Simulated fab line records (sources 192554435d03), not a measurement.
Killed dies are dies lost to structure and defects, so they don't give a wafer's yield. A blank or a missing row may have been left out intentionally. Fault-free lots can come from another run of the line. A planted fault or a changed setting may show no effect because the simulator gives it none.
Matching of chambers ; flow n5-finfet ; 4 sister chambers for N5_BEOL_M3_ETCH_63 on rie-diel-02
The step etches SiARC in CF4, target depth 15.6 nm, time 26 s. 4 wafers are shown with their chamber, then 12 later ones without.

## EACH WAFER AND ITS CHAMBER
wafer;chamber;showerhead-plenum-p-Torr (Torr)
L087.5;3;2.18
L090.1;1;2.04
L090.2;2;2.14
L090.3;0;2.19

## WAFERS WITH NO CHAMBER GIVEN
wafer;showerhead-plenum-p-Torr (Torr)
L092.1;2.19
L092.4;2.04
L092.6;2.04
L093.3;2.17
L093.4;2.14
L093.5;2.14
L095.1;2.04
L095.2;2.17
L095.5;2.04
L097.1;2.17
L097.3;2.13
L097.5;2.04

## CHAMBER TAKEN BY EACH
wafer;from the rows above;in truth
L092.1;can't be placed: 0 or 3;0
L092.4;1;1
L092.6;1;1
L093.3;can't be placed: 3 or 0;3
L093.4;2;2
L093.5;2;2
L095.1;1;1
L095.2;can't be placed: 3 or 0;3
L095.5;1;1
L097.1;can't be placed: 3 or 0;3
L097.3;2;2
L097.5;1;1
8 of 12 placed correctly. Unplaceable from these rows: 4, with the true chamber sitting among the candidates in 4. Wrongly placed: 0.
How it was worked out, from the rows above alone: a wafer's distance from a chamber is the root of the sum, over the readings, of the square of ((its reading less the chamber's mean) divided by the reading's scatter). The wafer belongs to the nearest chamber; if the next one is less than 2 further off, it can't be placed. For every chamber, the mean is computed from those of its wafers that are shown. The scatter: root of mean squared gap, hidden wafer to nearest shown wafer, with one shown wafer a chamber.
